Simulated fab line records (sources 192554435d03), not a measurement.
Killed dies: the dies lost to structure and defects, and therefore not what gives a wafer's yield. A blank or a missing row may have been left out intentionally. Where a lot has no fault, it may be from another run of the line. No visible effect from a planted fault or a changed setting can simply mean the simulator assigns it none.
Which of the tools did it?    flow n5Finfet    at 1 step of a route of 1938, 12 lots with 36 wafers sampled

WHAT EACH GAUGE READ, for each wafer
N5_DUMMY_GATE_INSPECT_17: inspects for defects (brightfield).
lot   measured     on                rawDefectCount
L075  day 3 04:37  defectInspect-01  226 239 281
L077  day 3 16:20  defectInspect-02  102 154 123
L079  day 4 06:16  defectInspect-02  219 182 129
L081  day 4 15:58  defectInspect-02  213 249 232
L083  day 5 05:58  defectInspect-02  122 148 154
L085  day 5 17:59  defectInspect-02  258 248 221
L087  day 6 04:12  defectInspect-01  217 181 164
L089  day 6 16:34  defectInspect-01  191 161 204
L091  day 7 06:16  defectInspect-01  193 157 183
L093  day 7 17:58  defectInspect-01  210 213 183
L095  day 8 04:06  defectInspect-01  260 236 173
L097  day 8 22:50  defectInspect-02  114 192 161

TOOL THAT RAN EACH LOT (tool first, then ch and the chambers of the sampled wafers, then the start)
The record holds no process step before these readings.

THE ANSWER, worked out from the rows above alone
Rule: what is usual is taken from the lots themselves. The widest of any qualifying gaps counts: lots, ordered by their means at a reading, are off when they make up no more than a third of the lots, leave a main group of 4 or more, and stand apart from it by 3 or more times the standard deviation of that group's means. The tables above print the reading to a certain number of digits; a main group whose means all agree to those digits is not used. Also off: a lot with no number at a reading for which 4 or more lots have one. Where the step has rows for the other lots, those lots are counted as sound.
Nothing can be told from this: no lot is off at any reading shown.

WHAT WAS PUT IN BY THE SIMULATOR
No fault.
